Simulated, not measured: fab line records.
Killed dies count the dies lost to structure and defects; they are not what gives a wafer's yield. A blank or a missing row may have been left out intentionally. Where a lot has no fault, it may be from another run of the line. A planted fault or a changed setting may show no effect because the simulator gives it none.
Matching of chambers | flow nand-harc | NHARC_A_CHANNEL_FILL_D1_ALD_25 on ald-hk-03 has 4 sister chambers
The step deposits SiOx, target thk 60 nm, pulse time 10 s, ald cycles 600. 4 wafers are shown with their chamber, then 8 later ones without.

## WAFERS PAIRED WITH THEIR CHAMBERS
wafer  | chamber | heater-power-w (W)
L084.6 | 1       | 499
L085.3 | 0       | 464
L085.5 | 2       | 525
L087.1 | 3       | 512

## WAFERS WITHOUT THEIR CHAMBER
wafer  | heater-power-w (W)
L087.4 | 461
L087.5 | 465
L091.1 | 532
L091.4 | 524
L091.6 | 475
L097.2 | 526
L097.3 | 483
L097.5 | 530

## WHICH CHAMBER EACH WENT THROUGH
wafer  | from the rows above          | in truth
L087.4 | 0                            | 0
L087.5 | 0                            | 0
L091.1 | can't be placed: 2 or 3      | 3
L091.4 | can't be placed: 2 or 3      | 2
L091.6 | can't be placed: 0 or 1      | 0
L097.2 | can't be placed: 2 or 3      | 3
L097.3 | can't be placed: 1 or 0 or 3 | 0
L097.5 | can't be placed: 2 or 3      | 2
2 of 8 placed correctly. From these rows, 6 cannot be placed; in 6 the true chamber is one of the candidates. Number placed wrongly: 0.
How it was worked out, from the rows above alone: a wafer's distance from a chamber is the root of the sum, over the readings, of the square of ((its reading less the chamber's mean) divided by the reading's scatter). If the next closest chamber is less than 2 further off than the closest, the wafer can't be placed; otherwise it belongs to the closest. The mean given for a chamber averages the wafers shown for that chamber. The scatter: root of mean squared gap, hidden wafer to nearest shown wafer, with one shown wafer a chamber.
